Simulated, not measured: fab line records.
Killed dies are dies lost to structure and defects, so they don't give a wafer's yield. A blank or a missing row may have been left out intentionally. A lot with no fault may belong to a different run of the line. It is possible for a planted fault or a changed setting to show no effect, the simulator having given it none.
Problem report, 8D (eight disciplines) form, completed by code | flow n5 finfet | the parts of the form that need people (team, actions taken, sign-off) are left out

1. THE ISSUE
Mean of spin speed rpm at N5_BEOL_M1_COAT_22: 1543.9 rpm across 6 wafers in 2 lots; on wafers with no fault it is 1500.0 rpm (standard deviation 1.1). That is +40 standard deviations from the usual mean.
The step: resist thk 30 nm.
Seen first at day 9 20:04 on litho track-02, wafer L408.3. Wafers with a number at this step in the record: 27, from 9 lots. Rule for "out", or "out of limits": more than 4 standard deviations from the usual mean. The rest of the wafers with a number are treated as sound.

2. WHAT THIS IS AND IS NOT
question                    | is                     | is not
which readings at this step | spin speed rpm         | dispense pressure kPa
which lots                  | L408, L411             | L393, L401, L403, L404, L407, L409, L416
which wafers of those lots  | all that have a number | -
read on which tools         | litho track-02         | litho track-01, litho track-03
when                        | from day 9 20:04       | up to then (15 sound wafers); but 6 sound wafers of L409, L416 came after

3. THE SUSPECTS, EACH WITH WHAT RULES IT OUT
Counting: a tool stays on the suspect list if, at a process step up to the reading, it processed all lots that are out and no sound lot following the first of them.
- rie diel-06 at N5_BEOL_M1_ETCH_63 (etches SiARC in CF4, target depth 15.6 nm, time 26 s): ruled out as a lasting fault. Following L408 (day 9 19:36), the first lot on it that is out, the sound lots L416 were run on it.
- litho track-02 at N5_BEOL_M1_COAT_22 (resist thk 30 nm): kept. Every lot that is out went through it, starting with L408 (day 9 20:04), and after that it ran no sound lot; the last sound lot it ran before then is L404 (day 8 17:23). Out on those wafers are its own readings of spin speed rpm.
The count leaves litho track-02 at N5_BEOL_M1_COAT_22.

4. THE CAUSE (what the simulator had put in)
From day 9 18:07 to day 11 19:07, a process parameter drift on litho track-02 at N5_BEOL_M1_COAT_22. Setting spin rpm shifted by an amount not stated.
Counting left only this tool.

5. SEQUENCE OF EFFECTS, ordered by route
One row per reading whose mean, taken over the struck wafers that have a number, lies over 3 standard deviations from the usual. Scope: only readings with a usual standard deviation given in the record; hours: median across lots of the time from each lot's start at the first step in this table that gives one to its start at this step; sigmas: change in usual standard deviations.
hours | step               | reading        | usual      | on struck wafers | change | sigmas
0     | N5_BEOL_M1_COAT_22 | spin speed rpm | 1500.0 rpm | 1543.9           | +43.9  | +40
Here are the process steps it includes:
- N5_BEOL_M1_COAT_22: resist thk 30 nm.
Later measuring or inspecting steps at which every struck wafer that the step has a row for has a number for every such reading, and none has moved that far: N5_BEOL_M4_RC_MEAS_101.

6. WHAT WOULD HAVE CAUGHT IT SOONER
The fault began at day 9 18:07; the first out-of-limits reading in this record came at day 9 20:04, 2 hours later.
